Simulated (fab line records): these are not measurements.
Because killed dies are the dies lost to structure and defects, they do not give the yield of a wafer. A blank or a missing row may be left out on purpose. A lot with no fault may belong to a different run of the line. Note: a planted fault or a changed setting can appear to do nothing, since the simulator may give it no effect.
Which of the tools did it?	flow n5Finfet	8 lots, 23 wafers sampled, at 8 steps of a route of 1938

WHAT EACH GAUGE READ, for each wafer
N5_BEOL_M2_OCD_MEAS_38.
lot	measured	on	trenchDepthNm (nm)
L509	day 6 20:58	ocd-02	57.2 57.8
L512	day 7 19:35	ocd-02	56.6 55.5 56.9
L515	day 8 13:08	ocd-02	56.1 56.5 56.4
L522	day 10 08:37	ocd-02	55.1 56.2 55.9
L523	day 10 11:25	ocd-02	27.0 27.8 27.8
L526	day 11 04:29	ocd-02	54.3 55.5 54.0
L529	day 11 18:25	ocd-02	56.6 53.9 57.0
L531	day 12 03:46	ocd-02	53.6 56.0 53.3

N5_BEOL_M2_CD_MEAS_35: target cd 18 nm, target cd y 22.2 nm.
lot	measured	on	cdNm (nm)
L509	day 6 21:08	cdSem-01	18.7 18.6
L512	day 7 19:44	cdSem-01	18.6 19.3 18.2
L515	day 8 13:18	cdSem-01	18.0 17.4 18.1
L522	day 10 08:46	cdSem-02	18.4 18.3 18.0
L523	day 10 11:34	cdSem-03	17.6 17.3 17.7
L526	day 11 04:38	cdSem-02	18.1 19.0 18.3
L529	day 11 18:34	cdSem-01	18.9 17.9 19.4
L531	day 12 03:55	cdSem-03	17.9 18.7 18.5

N5_BEOL_M2_THK_MEAS_53: measures by xrf.
lot	measured	on	M2_THK (nm)
L509	day 7 00:59	filmMetro-02	43.7 42.1
L512	day 8 00:14	filmMetro-02	41.5 40.3 42.0
L515	day 8 19:17	filmMetro-02	42.5 40.2 40.8
L522	day 10 12:21	filmMetro-02	39.6 39.3 39.2
L523	day 10 17:37	filmMetro-02	13.1 12.3 13.3
L526	day 11 08:05	filmMetro-01	40.2 38.8 40.3
L529	day 11 22:02	filmMetro-02	40.0 38.6 41.7
L531	day 12 07:35	filmMetro-01	38.9 41.3 38.7

N5_BEOL_M2_RS_MEAS_58: the measuring method here is four-point-probe.
lot	measured	on	M2_RS (ohm/sq)
L509	day 7 01:16	filmMetro-02	0.61 0.64
L512	day 8 00:29	filmMetro-02	0.65 0.68 0.64
L515	day 8 19:33	filmMetro-01	0.63 0.68 0.66
L522	day 10 12:37	filmMetro-01	0.70 0.70 0.70
L523	day 10 17:52	filmMetro-02	3.25 3.54 3.15
L526	day 11 08:20	filmMetro-02	0.67 0.71 0.67
L529	day 11 22:18	filmMetro-02	0.68 0.72 0.65
L531	day 12 07:51	filmMetro-01	0.71 0.66 0.71

N5_BEOL_M4_RC_MEAS_101.
lot	measured	on	DIBL_N (mV/V)	DIBL_P (mV/V)	IOFF_N (nA/um)	IOFF_P (nA/um)	ION_N (uA/um)	ION_P (uA/um)	SS_N (mV/dec)	SS_P (mV/dec)	VT_N (mV)	VT_P (mV)
L509	day 8 07:03	prober-02	38.0 38.1	37.1 37.0	0.19 0.19	0.23 0.22	692 686	470 465	72.1 71.9	73.5 73.8	247 249	-248 -252
L512	day 9 04:04	prober-02	36.6 35.0 37.3	35.9 33.7 37.3	0.18 0.14 0.20	0.23 0.18 0.25	688 659 688	476 447 469	71.7 71.1 71.7	73.7 72.8 74.3	245 251 241	-248 -252 -246
L515	day 9 14:08	prober-01	34.8 35.7 35.7	34.5 36.2 36.0	0.13 0.16 0.16	0.20 0.22 0.23	665 680 675	456 470 476	71.7 71.5 71.6	72.6 73.6 72.8	248 248 249	-251 -246 -249
L522	day 11 15:52	prober-01	37.1 35.0 36.6	38.2 35.3 38.1	0.16 0.13 0.16	0.24 0.19 0.23	678 661 679	467 461 472	71.9 71.2 71.1	73.2 72.9 73.7	249 254 251	-248 -249 -248
L526	day 12 08:17	prober-02	34.9 38.7 40.8	33.2 37.5 40.7	0.13 0.19 0.24	0.18 0.24 0.28	677 674 703	466 463 472	70.9 72.2 72.0	72.7 74.4 74.0	251 248 243	-251 -247 -247
L529	day 13 09:20	prober-02	38.8 36.6 33.3	35.0 34.5 30.0	0.19 0.15 0.10	0.21 0.21 0.16	685 670 654	461 461 456	71.5 71.7 70.7	73.3 73.6 71.6	249 250 254	-251 -249 -252
L531	day 13 10:43	prober-01	36.4 37.7 38.0	34.9 37.5 37.4	0.14 0.19 0.18	0.19 0.22 0.24	669 682 678	456 464 461	71.8 71.5 72.2	72.9 74.7 74.3	253 247 250	-251 -251 -246

EACH LOT AND THE TOOL THAT RAN IT (in order: tool; ch and the chambers of the sampled wafers; start)
lot	N5_BEOL_M2_ETCH_77	N5_BEOL_M2_TRENCH_ETCH_37	N5_BEOL_M2_STRIP_97
L509	rieDiel-04 ch 2, day 6 20:10	rieDiel-04 ch 0,2, day 6 20:49	rieDiel-04 ch 0,2, day 6 20:58 or earlier
L512	rieDiel-04 ch 0,1,3, day 7 14:23	rieDiel-01 ch 1,3, day 7 19:26	rieDiel-01 ch 1,3, day 7 19:35 or earlier
L515	rieDiel-03 ch 2,3, day 8 11:10	rieDiel-01 ch 0,2, day 8 12:59	rieDiel-01 ch 0,2, day 8 13:08 or earlier
L522	rieDiel-04 ch 0,2, day 10 00:17	rieDiel-01 ch 0,2, day 10 08:28	rieDiel-01 ch 0,2, day 10 08:37 or earlier
L523	rieDiel-01 ch 0,3, day 10 10:44	rieDiel-01 ch 2,3, day 10 11:16	rieDiel-01 ch 2,3, day 10 11:25 or earlier
L526	rieDiel-04 ch 0,2, day 10 21:52	rieDiel-03 ch 0,2, day 11 04:19	rieDiel-03 ch 0,2, day 11 04:29 or earlier
L529	rieDiel-03 ch 0,1,2, day 11 13:04	rieDiel-04 ch 1,2,3, day 11 18:16	rieDiel-04 ch 1,2,3, day 11 18:25 or earlier
L531	rieDiel-03 ch 0,3, day 12 00:10	rieDiel-04 ch 1,3, day 12 03:37	rieDiel-04 ch 1,3, day 12 03:46 or earlier
- N5_BEOL_M2_ETCH_77: etches underlayer in N2/H2, target depth 6.5 nm, time 5.2 s.
- N5_BEOL_M2_TRENCH_ETCH_37: etches SiOC in C4F6/O2, target depth 55.555 nm, time 29.2 s.
- N5_BEOL_M2_STRIP_97: strips in N2/H2, time 10 s.

AS READ BY THE TOOLS THEMSELVES (means over the sampled wafers that have a number; for cases with no such wafer, the mark the record gives instead)
N5_BEOL_M2_ETCH_77.
lot	tool	drypumpMotorCurrentA (A)	etchRfOnTimeS (s)	oesProductAu (a.u.)	rfVppV (V)	showerheadPlenumPTorr (Torr)	throttleValvePct (%)
L509	rieDiel-04	5.5	5.09	0.72	522.1	2.46	17.3
L512	rieDiel-04	5.5	5.15	0.69	522.2	2.48	17.8
L515	rieDiel-03	5.5	5.11	0.65	524.2	2.54	18.0
L522	rieDiel-04	5.9	5.15	0.63	523.4	2.46	17.6
L523	rieDiel-01	5.6	5.10	0.61	522.7	2.47	17.8
L526	rieDiel-04	5.9	5.13	0.62	521.8	2.46	17.6
L529	rieDiel-03	5.7	5.23	0.69	523.4	2.55	17.7
L531	rieDiel-03	6.1	5.26	0.67	524.0	2.50	17.9

N5_BEOL_M2_TRENCH_ETCH_37.
lot	tool	C4F6_flow_sccm (sccm)	drypumpMotorCurrentA (A)	oesProductAu (a.u.)	rfVppV (V)	showerheadPlenumPTorr (Torr)	throttleValvePct (%)
L509	rieDiel-04	9.992	5.8	0.79	667	2.78	20.62
L512	rieDiel-01	9.999	5.6	0.80	653	2.93	20.63
L515	rieDiel-01	9.999	5.8	0.88	656	2.79	20.77
L522	rieDiel-01	10.029	5.8	0.78	664	2.73	20.77
L523	rieDiel-01	9.998	5.7	0.57	652	2.87	20.80
L526	rieDiel-03	9.999	6.1	0.75	654	2.84	20.79
L529	rieDiel-04	9.998	5.3	0.80	659	2.74	20.71
L531	rieDiel-04	9.995	5.1	0.77	651	2.73	20.85

N5_BEOL_M2_STRIP_97.
lot	tool	drypumpMotorCurrentA (A)	oesProductAu (a.u.)	rfVppV (V)	showerheadPlenumPTorr (Torr)	throttleValvePct (%)
L509	rieDiel-04	5.8	0.79	58.3	2.47	23.0
L512	rieDiel-01	5.6	0.80	59.2	2.59	23.2
L515	rieDiel-01	5.9	0.88	58.6	2.47	23.4
L522	rieDiel-01	5.8	0.78	58.1	2.43	23.3
L523	rieDiel-01	5.7	0.83	59.0	2.54	23.4
L526	rieDiel-03	6.2	0.76	59.4	2.53	23.3
L529	rieDiel-04	5.3	0.80	59.3	2.45	23.5
L531	rieDiel-04	5.1	0.78	58.7	2.45	23.8

THE ANSWER, worked out from the rows above alone
Rule: the lots themselves supply what counts as usual. The widest of any qualifying gaps counts: lots, ordered by their means at a reading, are off when they make up no more than a third of the lots, leave a main group of 4 or more, and stand apart from it by 3 or more times the standard deviation of that group's means. A main group is skipped when, at the precision printed for the reading in the tables above, its means are all equal. A lot without any number at a reading at which 4 lots or more have one is off too. Any other lot the step has rows for is counted as sound. The gauges are gone through in route order, then the tools' own readings, and for those a lot's mean is taken as printed above. The first step at which some lot is off is used, and at that step the reading that is off furthest; a lot without a number counts as furthest.
Off: L523 (N5_BEOL_M2_OCD_MEAS_38, trenchDepthNm). The main group: mean 55.8 nm, standard deviation 1.
If a tool, at a process step before that reading, ran all the lots that are off and no sound lot after the first of them, it fits. The gauges at N5_BEOL_M2_OCD_MEAS_38 aren't tried: what is off there is off at N5_BEOL_M2_THK_MEAS_53 too, on other tools, and a gauge's error can't cause that. Because N5_BEOL_M2_STRIP_97 lacks a start for some lots, the hours and order of its lots are taken from N5_BEOL_M2_OCD_MEAS_38. One fits: rieDiel-01 at N5_BEOL_M2_ETCH_77 and N5_BEOL_M2_TRENCH_ETCH_37 and N5_BEOL_M2_STRIP_97. It ran no sound lot before its first lot that is off in this sample, so the start can't be narrowed down.

WHAT THE SIMULATOR PUT IN
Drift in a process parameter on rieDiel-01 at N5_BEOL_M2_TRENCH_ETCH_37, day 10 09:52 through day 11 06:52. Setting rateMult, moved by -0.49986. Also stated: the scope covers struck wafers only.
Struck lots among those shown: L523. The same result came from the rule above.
